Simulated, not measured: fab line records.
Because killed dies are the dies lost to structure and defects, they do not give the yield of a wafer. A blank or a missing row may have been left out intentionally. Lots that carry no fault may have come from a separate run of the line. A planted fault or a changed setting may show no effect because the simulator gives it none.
fab line records | flow nandHarc
record: lots: 24 wafers: 72 lastDay: 24
route steps=1159 shown P_BONDPAD@386 A_ONON_D1@437 A_CHANNEL_HOLE_D1@479 A_CHANNEL_FILL_D1@507
lots that met no fault: from a run of the same line without faults
startH: hours from the record's opening day to when the first of the lot's shown wafers began | waitH: hours elapsed since this lot's preceding step | " same as the row above | L1.1+2: a single row standing in for several wafers | - value missing, or start not given | * or withheld: withheld | < > ~ a bound
route shown NAME@n: NAME is a module with steps in the file, n the number in the route of the first one | usual: mean/standard deviation taken from wafers without a fault | same: alike in all rows | chamber/n: place in a boat | sites: readings site by site | _std_site: how widely they spread, as a standard deviation | _edge_site: the outer-site mean with the inner-site mean subtracted | radiusMm: for every site, how far away it sits from the centre of the wafer | mask NAME#n: copy n | behind: the most recent tool/chamber to have shaped the wafer | hold: reason for holding the lot/hours on hold/outcome of the hold | device: names the non-switching transistor (n, p or np) | end of line: at the end of the route, the tests of the same wafers | a step without rows: its recipe alone | killed: count of dies lost to structure and defects at first sort (not the wafer's yield) | map: shows each die of a wafer: x if killed, . if not, _ if none is there
set.NAME: the run value of the setting; set.NAME@STEP: its run value at that earlier step | model.NAME: the simulator's own value behind a step, which no gauge read
the route's steps for a sample of lots (tables are steps, rows are wafers)
services: from which hour (startH, from the record's first day; less than 0 if before it) a tool's chamber was out of use, for how many hours, and why
== steps ==
step: NHARC_P_BONDPAD_ACTIVATE_29
recipe: timeS: 60 n2FlowSccm: 200 arFlowSccm: 0 biasPowerW: 0 chemistry: N2
usual: drypumpMotorCurrentA: 5.8/0.65 mfcArSccm: 0.005/0.0083 oesProductAu: 0.999/0.011 rfVppV: 64.2/0.95 showerheadPlenumPTorr: 1.78/0.081
same: timeS: 60
columns lot.wafer tool chamber startH waitH drypumpMotorCurrentA mfcArSccm oesProductAu rfHoursCounterH rfVppV showerheadPlenumPTorr
L074.1 rieDiel-02 2 133.83 0.1 6.2 0 1.007 14 63.0 1.88
L074.2 " 0 " " 5.0 0 1.017 15 64.6 1.67
L074.5 " 2 " " 6.2 0 1.000 - 64.8 1.88
L075.2 rieDiel-02 2 146.62 0.1 6.1 0 1.001 15 64.8 1.88
L075.3 " 3 " " 6.6 0.021 0.988 16 64.2 1.82
L075.5 " 1 " " 5.2 0 1.010 - 63.9 1.84
L076.2 rieDiel-02 3 147.57 0.1 6.6 0.021 0.975 16 65.6 1.82
L076.4 " 0 " " 5.0 0 1.008 16 63.2 1.67
L076.5 " 1 " " 5.2 0 0.997 - 65.3 1.84
L077.3 rieDiel-02 1 148.02 0.1 5.2 0 1.002 18 63.9 1.84
L077.4 " 0 " " 5.0 0 1.008 16 64.1 1.67
L077.6 " 2 " " 6.2 0 0.993 - 66.7 1.88
L078.3 rieDiel-11 3 155.66 0.1 6.6 0 0.989 45 63.7 1.67
L078.2 " 0 " " 5.8 0.015 1.007 46 62.4 1.69
L078.5 " 3 " " 6.6 0 0.991 - 63.5 1.67
L079.2 rieDiel-02 2 164.72 0.1 6.2 0 0.998 1 66.3 1.88
L079.3 " 3 " " 6.6 0.021 1.006 1 63.6 1.82
L079.6 " 2 " " 6.2 0 0.993 - 66.4 1.87
L080.2 rieDiel-02 0 167.74 0.1 5.0 0 0.993 1 62.9 1.67
L080.4 " 1 " " 5.2 0 1.002 1 64.5 1.84
L080.6 " 3 " " 6.6 0.021 0.992 - 66.3 1.82
L081.4 rieDiel-02 2 168.12 0.1 6.2 0 0.994 1 65.5 1.87
L081.2 " 3 " " 6.6 0.021 0.987 1 63.8 1.82
L081.1 " 1 " " 5.2 0 0.991 1 64.1 1.84
L083.3 rieDiel-02 0 182.91 0.1 5.0 0 1.012 3 63.0 1.67
L083.1 " 3 " " 6.6 0.021 1.000 2 65.6 1.82
L083.5 " 1 " " 5.2 0 1.003 - 65.6 1.84
L084.1 rieDiel-02 2 183.22 0.1 6.2 0 0.997 2 65.8 1.87
L084.2 " 3 " " 6.6 0.021 0.987 2 65.2 1.82
L084.6 " 3 " " 6.6 0.021 0.995 - 63.9 1.82
L082.3 rieDiel-05 2 184.20 0.1 6.1 0.001 0.988 4 63.1 1.69
L082.1 " 3 " " 6.5 0 1.024 4 64.3 1.65
L082.5 " 0 " " 4.7 0.004 0.986 - 65.0 1.76
L085.4 rieDiel-02 0 200.15 0.1 5.0 0 1.006 5 64.4 1.67
L085.1 " 1 " " 5.2 0 1.001 4 63.6 1.84
L085.5 " 3 " " 6.7 0.021 0.994 - 65.7 1.82
L087.2 rieDiel-02 0 209.41 0.1 5.0 0 1.011 6 63.5 1.67
L087.4 " 2 " " 6.2 0 0.992 6 65.9 1.87
L087.5 " 0 " " 5.0 0 1.006 - 64.8 1.67
L086.1 rieDiel-02 3 210.62 0.1 6.6 0.021 1.001 6 64.3 1.82
L086.4 " 0 " " 5.0 0 0.997 6 64.5 1.67
L086.6 " 2 " " 6.2 0 0.993 - 64.0 1.87
L088.2 rieDiel-02 0 228.66 0.1 5.0 0 1.007 7 63.2 1.67
L088.3 " 1 " " 5.2 0 0.999 6 64.7 1.84
L088.6 " 2 " " 6.2 0 1.008 - 64.2 1.87
L089.2 rieDiel-05 2 231.98 0.1 6.1 0.001 0.991 25 62.9 1.69
L089.1 " 3 " " 6.5 0 1.019 24 64.2 1.65
L089.5 " 2 " " 6.1 0.001 0.982 - 63.5 1.69
L090.1 rieDiel-05 1 232.75 0.1 5.7 0 0.989 26 64.7 1.75
L090.3 " 2 " " 6.2 0.001 0.983 25 63.8 1.69
L090.6 " 0 " " 4.8 0.004 1.000 - 65.1 1.75
L091.4 rieDiel-02 3 233.42 0.1 6.6 0.021 0.991 8 64.3 1.82
L091.1 " 1 " " 5.2 0 1.006 7 65.2 1.84
L091.6 " 3 " " 6.6 0.021 0.994 - 64.4 1.81
L092.1 rieDiel-05 1 238.15 0.1 5.7 0 0.991 28 63.9 1.75
L092.4 " 3 " " 6.5 0 1.016 25 63.9 1.65
L092.3 " 0 " " 4.8 0.004 0.988 26 63.6 1.75
L093.1 rieDiel-02 3 238.35 0.1 6.6 0.021 1.007 8 64.3 1.81
L093.2 " 1 " " 5.2 0 1.017 7 63.0 1.84
L093.6 " 0 " " 5.0 0 1.031 - 64.8 1.67
L094.4 rieDiel-05 3 261.22 0.1 6.5 0 1.015 34 63.2 1.64
L094.1 " 0 " " 4.8 0.004 1.000 34 66.1 1.75
L094.6 " 0 " " 4.8 0.004 1.004 - 62.9 1.75
L095.3 rieDiel-05 1 261.37 0.1 5.7 0 0.985 33 64.4 1.74
L095.1 " 3 " " 6.5 0 1.022 34 63.1 1.64
L095.6 " 2 " " 6.1 0.001 0.991 - 63.5 1.68
L096.2 rieDiel-02 2 263.44 0.1 6.2 0 0.991 9 64.9 1.87
L096.4 " 0 " " 5.0 0 1.003 11 62.5 1.67
L096.5 " 2 " " 6.2 0 0.987 - 64.6 1.87
L097.4 rieDiel-02 2 264.02 0.1 6.2 0 1.007 9 64.1 1.87
L097.2 " 3 " " 6.6 0.021 0.985 11 63.7 1.81
L097.6 " 3 " " 6.6 0.021 0.982 - 64.0 1.81
step: NHARC_A_ONON_D1_THK_MEAS_18
recipe: thkMeasGauge: ellipsometry
usual: thkNm: 1001/7.4
columns lot.wafer tool chamber startH waitH thkNm
L074.1 filmMetro-02 - 166.43 - 998
L074.2 " - " " 995
L074.5 " - " " 995
L077.3 filmMetro-01 - 182.05 - 999
L077.4 " - " " 1002
L077.6 " - " " 998
L075.2 filmMetro-02 - 182.05 - 1015
L075.3 " - " " 1018
L075.5 " - " " 1016
L076.2 filmMetro-01 - 182.08 - 994
L076.4 " - " " 994
L076.5 " - " " 997
L078.2 filmMetro-02 - 192.74 - 1003
L078.3 " - " " 1002
L078.5 " - " " 1004
L079.2 filmMetro-02 - 197.67 - 1010
L079.3 " - " " 1010
L079.6 " - " " 1011
L081.1 filmMetro-02 - 201.23 - 1001
L081.2 " - " " 1000
L081.4 " - " " 1001
L080.2 filmMetro-01 - 201.23 - 1012
L080.4 " - " " 1009
L080.6 " - " " 1011
L084.1 filmMetro-01 - 217.27 - 1017
L084.2 " - " " 1016
L084.6 " - " " 1016
L082.1 filmMetro-02 - 217.27 - 1005
L082.3 " - " " 1004
L082.5 " - " " 1004
L083.1 filmMetro-01 - 217.29 - 1000
L083.3 " - " " 1001
L083.5 " - " " 1001
L085.1 filmMetro-01 - 236.53 - 1005
L085.4 " - " " 1005
L085.5 " - " " 1005
L087.2 filmMetro-02 - 244.37 - 1002
L087.4 " - " " 1002
L087.5 " - " " 1001
L086.1 filmMetro-01 - 244.38 - 994
L086.4 " - " " 997
L086.6 " - " " 994
L090.1 filmMetro-02 - 264.96 - 1006
L090.3 " - " " 1005
L090.6 " - " " 1006
L088.2 filmMetro-01 - 264.96 - 993
L088.3 " - " " 992
L088.6 " - " " 993
L091.1 filmMetro-02 - 264.97 - 986
L091.4 " - " " 988
L091.6 " - " " 986
L089.1 filmMetro-01 - 265.31 - 1003
L089.2 " - " " 1002
L089.5 " - " " 1002
L092.1 filmMetro-02 - 272.74 - 995
L092.3 " - " " 994
L092.4 " - " " 995
L093.1 filmMetro-01 - 272.74 - 995
L093.2 " - " " 996
L093.6 " - " " 995
L094.1 filmMetro-02 - 295.81 - 1002
L094.4 " - " " 1004
L094.6 " - " " 1003
L096.2 filmMetro-01 - 295.81 - 993
L096.4 " - " " 992
L096.5 " - " " 993
L097.2 filmMetro-02 - 295.83 - 991
L097.4 " - " " 991
L097.6 " - " " 992
L095.1 filmMetro-01 - 296.16 - 999
L095.3 " - " " 1000
L095.6 " - " " 999
step: NHARC_A_CHANNEL_HOLE_D1_ETCH_33
recipe: biasV: 400 sourceW: 2000 pressureMtorr: 25 timeS: 90 arFlowSccm: 375 c4f8FlowSccm: 41.7 o2FlowSccm: 83.3 tempC: -20 targetDepthA: 4000 chemistry: C4F8/O2/Ar
usual: drypumpMotorCurrentA: 5.6/0.44 mfcArSccm: 375.1/1.1 showerheadPlenumPTorr: 3.79/0.1 throttleValvePct: 27.620/0.0097
same: timeS: 90
columns lot.wafer tool chamber startH waitH drypumpMotorCurrentA mfcArSccm rfHoursCounterH showerheadPlenumPTorr throttleValvePct
L074.1 harEtch-02 1 178.81 0.2 5.6 373.8 103 3.92 27.617
L074.2 " 0 " " 6.1 375.6 103 3.68 27.621
L074.5 " 1 " " 5.6 373.4 - 3.92 27.600
L077.4 harEtch-02 1 193.80 0.2 5.7 377.8 - 3.92 27.611
L077.3 " 0 " " 6.1 374.7 - 3.68 27.621
L077.6 " 0 " " 6.1 373.8 - 3.68 27.595
L075.2 harEtch-01 0 194.45 0.2 4.9 375.8 199 3.86 27.635
L075.3 " 0 " " 4.9 376.7 - 3.86 27.638
L075.5 " 0 " " 4.9 376.0 - 3.86 27.624
L076.2 harEtch-02 1 197.90 0.2 5.6 374.0 113 3.91 27.639
L076.4 " 1 " " 5.7 375.0 - 3.91 27.622
L076.5 " 1 " " 5.6 375.7 - 3.91 27.621
L078.2 harEtch-01 1 203.82 0.2 5.3 375.3 203 3.77 27.621
L078.3 " 1 " " 5.3 375.3 - 3.77 27.627
L078.5 " 0 " " 4.9 374.0 - 3.86 27.624
L079.2 harEtch-02 1 208.57 0.2 5.6 375.0 117 3.91 27.622
L079.3 " 1 " " 5.6 374.8 - 3.91 27.637
L079.6 " 0 " " 6.1 375.4 - 3.67 27.616
L080.2 harEtch-01 0 212.00 0.2 4.9 375.3 207 3.86 27.622
L080.4 " 0 " " 4.9 375.0 - 3.86 27.622
L080.6 " 1 " " 5.3 374.1 - 3.76 27.617
L081.1 harEtch-02 0 212.72 0.2 6.1 374.1 120 3.67 27.625
L081.2 " 1 " " 5.7 375.7 120 3.91 27.630
L081.4 " 1 " " 5.7 375.9 - 3.91 27.625
L082.1 harEtch-02 0 - - 6.1 375.4 127 3.67 27.617
L082.3 " 0 " " 6.1 375.5 - 3.67 27.616
L082.5 " 0 " " 6.1 374.4 - 3.67 27.604
L083.1 harEtch-01 0 229.53 0.2 4.9 375.6 215 3.86 27.605
L083.3 " 0 " " 4.9 373.3 - 3.85 27.621
L083.5 " 0 " " 4.9 372.8 - 3.85 27.615
L084.1 harEtch-02 0 232.29 0.2 6.1 373.7 131 3.66 27.616
L084.2 " 1 " " 5.7 374.5 131 3.90 27.608
L084.6 " 1 " " 5.7 375.9 - 3.90 27.617
L085.1 harEtch-02 1 248.16 0.2 5.6 378.0 137 3.90 27.621
L085.4 " 0 " " 6.1 376.8 - 3.66 27.628
L085.5 " 1 " " 5.6 375.7 - 3.90 27.614
L087.2 harEtch-01 0 255.83 0.2 4.9 375.7 224 3.85 27.606
L087.4 " 1 " " 5.3 376.2 - 3.75 27.620
L087.5 " 1 " " 5.3 375.4 - 3.75 27.610
L086.1 harEtch-02 1 256.10 0.2 5.6 375.0 141 3.90 27.623
L086.4 " 0 " " 6.1 374.9 - 3.66 27.620
L086.6 " 0 " " 6.1 375.1 - 3.66 27.606
L090.1 harEtch-02 1 275.91 0.2 5.7 377.7 146 3.89 27.622
L090.3 " 0 " " 6.1 376.5 - 3.66 27.624
L090.6 " 1 " " 5.7 377.5 - 3.89 27.614
L088.2 harEtch-01 1 276.24 0.2 5.3 375.5 231 3.75 27.634
L088.3 " 1 " " 5.3 375.2 - 3.75 27.616
L088.6 " 1 " " 5.3 374.4 - 3.75 27.622
L091.1 harEtch-02 0 280.05 0.2 6.1 376.1 150 3.65 27.622
L091.4 " 0 " " 6.1 374.9 - 3.65 27.621
L091.6 " 0 " " 6.1 375.4 - 3.65 27.612
L089.1 harEtch-01 0 280.38 0.2 4.9 375.1 235 3.84 27.618
L089.2 " 1 " " 5.3 373.4 235 3.75 27.635
L089.5 " 0 " " 4.9 374.4 - 3.84 27.617
L092.1 harEtch-01 1 284.57 0.2 5.3 375.9 239 3.75 27.593
L092.3 " 0 " " 4.9 375.1 - 3.84 27.613
L092.4 " 1 " " 5.3 375.8 - 3.75 27.645
L093.2 harEtch-02 1 287.58 0.2 5.6 375.5 157 3.89 27.597
L093.1 " 0 " " 6.1 376.3 157 3.65 27.619
L093.6 " 0 " " 6.1 375.7 - 3.65 27.625
L096.2 harEtch-01 1 308.36 0.2 5.3 374.4 246 3.74 27.628
L096.4 " 1 " " 5.2 374.7 - 3.74 27.617
L096.5 " 1 " " 5.3 376.4 - 3.74 27.607
L094.1 harEtch-02 1 309.20 0.2 5.6 375.5 162 3.89 27.619
L094.4 " 0 " " 6.1 375.1 - 3.65 27.621
L094.6 " 1 " " 5.6 375.1 - 3.89 27.624
L097.2 harEtch-02 1 313.35 0.2 5.7 376.3 166 3.88 27.622
L097.4 " 0 " " 6.1 376.0 - 3.64 27.617
L097.6 " 1 " " 5.7 377.0 - 3.88 27.616
L095.1 harEtch-02 1 317.53 0.2 5.6 374.6 170 3.88 27.624
L095.3 " 0 " " 6.1 375.5 - 3.64 27.621
L095.6 " 1 " " 5.6 374.1 - 3.88 27.615
step: NHARC_A_CHANNEL_HOLE_D1_STRIP_27
recipe: o2FlowSccm: 500 arFlowSccm: 0 biasW: 0 chemistry: O2
usual: drypumpMotorCurrentA: 5.9/0.47 mfcArSccm: 0.011/0.012 oesProductAu: 0.999/0.011 rfVppV: 57.7/0.89 showerheadPlenumPTorr: 3.52/0.15 throttleValvePct: 17.037/0.0095
same: biasW: 0
columns lot.wafer tool chamber startH waitH drypumpMotorCurrentA mfcArSccm oesProductAu rfHoursCounterH rfVppV showerheadPlenumPTorr throttleValvePct
L074.1 rieDiel-13 1 - - 6.3 0.035 1.013 4 60.2 3.77 17.025
L074.2 " 3 " " 6.2 0 1.001 4 57.1 3.35 17.031
L074.5 " 2 " " 5.4 0 0.986 - 58.4 3.76 17.035
L077.4 rieDiel-10 0 - - 6.0 0.003 0.992 1 58.1 3.36 17.029
L077.3 " 2 " " 5.9 0.025 1.007 1 58.9 3.76 17.045
L077.6 " 0 " " 6.0 0.003 0.993 - 57.9 3.36 17.037
L075.3 rieDiel-04 3 - - 6.4 0 0.985 4 56.8 3.44 17.025
L075.2 " 1 " " 6.1 0 0.999 4 55.9 3.40 17.036
L075.5 " 3 " " 6.4 0 0.982 - 56.8 3.44 17.025
L076.4 rieDiel-10 3 - - 6.7 0.023 1.003 1 56.8 3.46 17.031
L076.2 " 0 " " 6.0 0.003 0.987 1 57.9 3.36 17.023
L076.5 " 2 " " 5.8 0.025 0.993 - 57.0 3.76 17.042
L078.2 rieDiel-13 1 - - 6.3 0.035 1.017 7 56.8 3.77 17.050
L078.3 " 3 " " 6.2 0 0.991 7 57.4 3.35 17.034
L078.5 " 1 " " 6.3 0.035 1.007 - 58.7 3.77 17.021
L079.2 rieDiel-04 3 - - 6.4 0 0.990 6 59.0 3.44 17.034
L079.3 " 0 " " 6.0 0.012 0.999 6 57.0 3.34 17.035
L079.6 " 3 " " 6.4 0 0.986 - 57.7 3.44 17.026
L080.2 rieDiel-04 0 - - 6.1 0.012 1.000 6 57.3 3.34 17.044
L080.4 " 2 " " 5.1 0.021 0.992 6 56.4 3.61 17.042
L080.6 " 3 " " 6.4 0 0.990 - 57.6 3.44 17.022
L081.1 rieDiel-13 0 - - 5.4 0 1.000 7 57.9 3.61 17.046
L081.4 " 1 " " 6.3 0.035 1.010 8 58.0 3.77 17.058
L081.2 " 2 " " 5.5 0 0.985 9 57.9 3.76 17.045
L082.3 rieDiel-13 0 - - 5.4 0 1.005 8 58.7 3.61 17.050
L082.1 " 1 " " 6.3 0.035 1.009 9 59.1 3.76 17.019
L082.5 " 1 " " 6.3 0.035 1.016 - 59.3 3.76 17.026
L083.1 rieDiel-04 2 - - 5.2 0.021 0.996 7 57.6 3.61 17.045
L083.3 " 3 " " 6.4 0 0.978 7 57.0 3.44 17.046
L083.5 " 3 " " 6.5 0 0.987 - 56.6 3.44 17.050
L084.2 rieDiel-13 1 - - 6.3 0.035 1.007 10 57.8 3.76 17.046
L084.1 " 2 " " 5.4 0 0.980 10 57.7 3.76 17.030
L084.6 " 1 " " 6.3 0.035 1.015 - 59.8 3.76 17.046
L085.4 rieDiel-10 2 - - 5.9 0.025 0.981 4 57.9 3.76 17.039
L085.1 " 1 " " 5.3 0 0.991 4 56.0 3.62 17.037
L085.5 " 3 " " 6.6 0.023 0.999 - 58.1 3.46 17.050
L087.2 rieDiel-13 0 - - 5.4 0 0.991 10 58.8 3.61 17.036
L087.4 " 3 " " 6.2 0 0.996 11 59.2 3.34 17.038
L087.5 " 1 " " 6.3 0.035 1.017 - 59.1 3.76 17.068
L086.1 rieDiel-10 3 - - 6.7 0.023 1.006 5 58.2 3.46 17.035
L086.4 " 0 " " 6.0 0.003 0.982 5 57.5 3.36 17.028
L086.6 " 3 " " 6.7 0.023 1.020 - 57.3 3.46 17.030
L090.1 rieDiel-10 0 - - 6.0 0.003 0.983 6 56.8 3.36 17.031
L090.3 " 2 " " 5.9 0.025 0.990 6 59.3 3.76 17.046
L090.6 " 0 " " 6.0 0.003 0.983 - 56.8 3.36 17.028
L088.2 rieDiel-04 1 - - 6.1 0 1.007 10 56.2 3.40 17.045
L088.3 " 0 " " 6.0 0.012 1.000 10 57.5 3.34 17.045
L088.6 " 1 " " 6.1 0 1.008 - 55.4 3.40 17.040
L091.4 rieDiel-10 1 - - 5.3 0 0.997 6 58.2 3.62 17.030
L091.1 " 2 " " 5.9 0.025 1.007 6 58.3 3.75 17.037
L091.6 " 3 " " 6.6 0.023 1.009 - 57.2 3.46 17.045
L089.2 rieDiel-04 3 - - 6.5 0 0.988 10 58.2 3.44 17.051
L089.1 " 2 " " 5.1 0.021 0.998 10 58.5 3.61 17.035
L089.5 " 0 " " 6.0 0.012 1.007 - 57.4 3.34 17.028
L092.4 rieDiel-10 0 - - 6.0 0.003 0.997 8 56.6 3.36 17.044
L092.1 " 2 " " 5.8 0.025 0.981 7 58.3 3.76 17.036
L092.3 " 3 " " 6.7 0.023 1.007 8 57.3 3.46 17.032
L093.1 rieDiel-10 0 - - 6.0 0.003 0.997 8 56.3 3.36 17.049
L093.2 " 1 " " 5.3 0 1.000 7 57.4 3.62 17.039
L093.6 " 0 " " 6.0 0.003 0.984 - 57.3 3.36 17.048
L096.4 rieDiel-04 2 - - 5.2 0.021 1.018 1 58.2 3.60 17.036
L096.2 " 0 " " 6.0 0.012 1.025 2 58.1 3.34 17.046
L096.5 " 1 " " 6.1 0 1.002 - 58.9 3.40 17.042
L094.1 rieDiel-10 3 - - 6.7 0.023 1.010 10 57.5 3.46 17.042
L094.4 " 0 " " 6.0 0.003 0.993 9 56.0 3.36 17.032
L094.6 " 2 " " 5.9 0.025 1.002 - 59.1 3.75 17.044
L097.2 rieDiel-04 3 - - 6.4 0 1.017 1 56.7 3.44 17.030
L097.4 " 0 " " 6.0 0.012 1.011 2 57.6 3.34 17.022
L097.6 " 1 " " 6.1 0 1.000 - 58.7 3.40 17.030
L095.3 rieDiel-04 1 - - 6.2 0 0.986 2 58.2 3.40 17.035
L095.1 " 2 " " 5.1 0.021 1.016 1 58.2 3.60 17.044
L095.6 " 1 " " 6.1 0 0.988 - 56.8 3.40 17.041
step: NHARC_A_CHANNEL_HOLE_D1_XSEM_31
recipe: landingEnergyEv: 35000
usual: botCdNm: 75.1/1.9 bowNm: 8.61/0.3 tiltDeg: 0.07/0.036
columns lot.wafer tool chamber startH waitH botCdNm bowNm tiltDeg
L074.1 xsem-02 0 180.63 0.1 73.5 9.04 0.09
L074.2 " 0 " " 75.0 9.00 0.09
L074.5 " 0 " " 73.8 8.99 0.09
L077.3 xsem-01 0 195.42 0.1 73.8 9.27 0.04
L077.4 " 0 " " 75.6 9.27 0.04
L077.6 " 0 " " 74.9 9.30 0.04
L075.2 xsem-02 0 196.12 0.1 78.5 8.52 0.06
L075.3 " 0 " " 75.9 8.54 0.06
L075.5 " 0 " " 78.0 8.48 0.06
L076.2 xsem-01 0 199.54 0.1 74.4 8.46 0.08
L076.4 " 0 " " 75.6 8.53 0.08
L076.5 " 0 " " 76.9 8.42 0.08
L078.2 xsem-02 0 205.45 0.1 69.5 8.61 0.10
L078.3 " 0 " " 71.6 8.66 0.11
L078.5 " 0 " " 69.6 8.72 0.11
L079.2 xsem-01 0 210.21 0.1 75.7 8.51 0.11
L079.3 " 0 " " 74.2 8.50 0.11
L079.6 " 0 " " 73.3 8.40 0.11
L080.2 xsem-02 0 213.64 0.1 77.2 9.06 0.00
L080.4 " 0 " " 77.0 9.12 0.00
L080.6 " 0 " " 75.0 9.02 0.00
L081.1 xsem-01 0 214.35 0.1 76.5 8.24 0.12
L081.2 " 0 " " 74.7 8.25 0.12
L081.4 " 0 " " 75.0 8.28 0.12
L082.1 xsem-02 0 229.81 0.1 71.9 9.21 0.02
L082.3 " 0 " " 73.5 9.11 0.02
L082.5 " 0 " " 74.1 9.16 0.02
L083.1 xsem-01 0 231.16 0.1 73.8 8.49 0.03
L083.3 " 0 " " 72.9 8.44 0.03
L083.5 " 0 " " 73.2 8.52 0.03
L084.1 xsem-02 0 233.92 0.1 74.6 8.60 0.10
L084.2 " 0 " " 74.5 8.71 0.11
L084.6 " 0 " " 76.8 8.66 0.10
L085.1 xsem-01 0 249.79 0.1 77.1 8.48 0.05
L085.4 " 0 " " 75.2 8.60 0.05
L085.5 " 0 " " 76.1 8.55 0.05
L087.2 xsem-02 0 257.50 0.1 74.6 8.41 0.15
L087.4 " 0 " " 72.8 8.40 0.15
L087.5 " 0 " " 71.4 8.36 0.15
L086.1 xsem-01 0 257.73 0.1 75.6 8.86 0.02
L086.4 " 0 " " 75.8 8.95 0.02
L086.6 " 0 " " 78.8 8.99 0.02
L090.1 xsem-02 0 277.51 0.1 74.5 8.29 0.12
L090.3 " 0 " " 75.0 8.33 0.12
L090.6 " 0 " " 74.4 8.31 0.11
L088.2 xsem-01 0 277.88 0.1 78.7 8.77 0.08
L088.3 " 0 " " 77.7 8.82 0.08
L088.6 " 0 " " 77.3 8.82 0.08
L091.1 xsem-02 0 281.73 0.1 77.2 8.29 0.05
L091.4 " 0 " " 75.5 8.24 0.05
L091.6 " 0 " " 75.5 8.29 0.05
L089.1 xsem-01 0 282.23 0.1 75.1 8.46 0.10
L089.2 " 0 " " 75.3 8.42 0.09
L089.5 " 0 " " 76.7 8.41 0.10
L092.1 xsem-02 0 286.20 0.1 73.7 8.27 0.07
L092.3 " 0 " " 72.9 8.39 0.07
L092.4 " 0 " " 76.7 8.36 0.07
L093.1 xsem-01 0 289.21 0.1 74.8 8.66 0.09
L093.2 " 0 " " 78.0 8.67 0.08
L093.6 " 0 " " 74.4 8.67 0.09
L096.2 xsem-01 0 310.03 0.1 75.8 8.59 0.09
L096.4 " 0 " " 77.3 8.57 0.08
L096.5 " 0 " " 72.1 8.60 0.08
L094.1 xsem-01 0 310.80 0.1 71.6 8.37 0.05
L094.4 " 0 " " 77.2 8.32 0.05
L094.6 " 0 " " 73.5 8.38 0.05
L097.2 xsem-01 0 314.99 0.1 77.3 8.81 0.10
L097.4 " 0 " " 73.7 8.78 0.10
L097.6 " 0 " " 75.5 8.79 0.10
L095.1 xsem-02 0 319.20 0.1 72.2 8.32 0.06
L095.3 " 0 " " 73.7 8.30 0.06
L095.6 " 0 " " 72.5 8.34 0.06
step: NHARC_A_CHANNEL_FILL_D1_ALD_25
recipe: targetThkA: 600 pulseTimeS: 10 aldCycles: 600 tempC: 300 material: SiOx
usual: heaterPowerW: 450/47 precursorPulseHeightRel: 0.999/0.021
columns lot.wafer tool chamber startH waitH heaterPowerW precursorPulseHeightRel sinceWetCleanH
L074.2 aldHk-04 0 216.87 0.7 474 1.003 16
L074.1 " 2 218.11 1.9 376 1.036 18
L074.5 " 3 " " 507 0.972 -
L077.3 aldHk-03 1 231.47 0.0 448 1.032 77
L077.4 " 2 " " 488 1.011 78
L077.6 " 1 233.93 2.5 453 0.990 -
L075.3 aldHk-04 2 233.12 1.7 386 0.988 33
L075.2 " 3 " " 495 1.020 33
L075.5 " 0 " " 473 0.978 -
L078.3 aldHk-03 0 240.14 0.0 449 0.969 86
L078.2 " 1 " " 453 0.996 87
L078.5 " 0 242.58 2.5 438 1.056 -
L076.4 aldHk-02 2 241.63 1.5 417 1.019 131
L076.2 " 1 243.48 3.4 510 1.014 133
L076.5 " 2 " " 417 0.967 -
L079.2 aldHk-03 1 247.15 0.7 450 0.962 93
L079.3 " 2 " " 474 1.041 94
L079.6 " 0 249.01 2.5 447 1.001 -
L081.4 aldHk-02 0 250.80 0.7 389 0.989 140
L081.2 " 1 " " 521 0.995 141
L081.1 " 2 " " 416 1.007 141
L080.2 aldHk-03 0 251.50 1.4 446 0.996 97
L080.4 " 1 " " 445 0.992 98
L080.6 " 3 253.36 3.2 485 0.989 -
L082.1 aldHk-02 2 265.86 0.1 414 0.999 155
L082.3 " 3 " " 379 1.022 156
L082.5 " 3 268.95 3.1 380 0.993 -
L083.3 aldHk-04 2 265.87 0.1 389 1.012 65
L083.1 " 3 " " 503 0.994 66
L083.5 " 2 268.32 2.5 389 1.004 -
L084.2 aldHk-03 2 271.74 0.7 483 1.017 118
L084.1 " 0 272.97 1.9 453 0.979 119
L084.6 " 2 274.20 3.1 472 0.966 -
L085.1 aldHk-03 3 287.17 1.0 486 1.034 133
L085.4 " 0 " " 446 1.022 134
L085.5 " 2 289.04 2.9 494 1.013 -
L086.1 aldHk-02 3 293.83 0.1 367 1.014 5
L086.4 " 1 295.09 1.3 552 1.005 6
L086.6 " 3 296.34 2.6 381 1.005 -
L087.2 aldHk-03 1 293.83 0.1 454 1.016 140
L087.4 " 0 295.68 1.9 444 1.022 142
L087.5 " 1 " " 448 0.998 -
L090.3 aldHk-03 1 315.04 0.5 465 0.967 161
L090.1 " 0 316.88 2.3 444 0.987 163
L090.6 " 1 " " 456 0.962 -
L088.2 aldHk-04 3 315.23 0.7 511 1.017 115
L088.3 " 0 " " 475 0.985 115
L088.6 " 3 317.71 3.1 497 0.979 -
L089.2 aldHk-04 0 319.87 0.7 479 0.975 119
L089.1 " 1 " " 464 1.013 120
L089.5 " 0 322.31 3.1 473 0.999 -
L091.4 aldHk-02 0 321.71 2.5 391 0.977 33
L091.1 " 1 322.94 3.7 538 0.963 34
L091.6 " 3 325.39 6.2 378 0.997 -
L093.2 aldHk-04 0 323.70 0.2 475 1.049 123
L093.1 " 2 324.93 1.4 388 0.974 124
L093.6 " 1 326.78 3.3 455 0.997 -
L092.1 aldHk-02 1 326.62 3.1 539 0.982 38
L092.4 " 2 327.83 4.3 405 0.985 39
L092.3 " 3 329.04 5.6 374 1.027 40
L096.4 aldHk-03 3 347.91 0.7 509 1.011 16
L096.2 " 0 " " 442 1.007 16
L096.5 " 3 350.45 3.2 513 0.996 -
L094.1 aldHk-02 3 350.92 0.1 389 0.997 62
L094.4 " 1 352.16 1.3 544 0.995 63
L094.6 " 3 353.41 2.5 389 0.988 -
L097.2 aldHk-03 3 352.34 1.5 516 0.970 20
L097.4 " 0 " " 445 0.970 21
L097.6 " 2 354.22 3.3 466 0.959 -
L095.1 aldHk-04 3 358.30 1.3 517 1.004 158
L095.3 " 0 " " 487 1.004 158
L095.6 " 2 360.14 3.1 384 1.031 -
== services ==
columns tool chamber startH hours kind
rieDiel-04 - 111.90 9.0 pm
rieDiel-10 1 139.59 3.5 repair
aldHk-03 - 145.28 10.0 pm
rieDiel-02 - 150.70 9.0 pm
rieDiel-13 - 158.91 3.6 repair
rieDiel-10 1 160.92 7.2 repair
rieDiel-02 3 171.82 4.8 repair
aldHk-03 - 172.02 1.4 repair
rieDiel-10 - 176.50 9.0 pm
rieDiel-02 2 179.85 2.3 repair
aldHk-04 - 191.66 10.0 pm
aldHk-04 - 214.52 1.6 repair
xsem-01 - 264.90 0.6 repair
aldHk-02 - 280.00 10.0 pm
rieDiel-04 - 288.90 9.0 pm
rieDiel-02 3 290.00 5.7 repair
rieDiel-10 - 294.21 0.8 repair
rieDiel-02 2 297.93 1.4 repair
xsem-02 - 302.00 14.0 pm
harEtch-01 - 308.55 17.0 pm
rieDiel-04 3 319.01 4.9 repair
aldHk-03 - 323.28 10.0 pm
rieDiel-02 - 327.70 9.0 pm
rieDiel-10 - 353.50 9.0 pm
== key ==
fault none
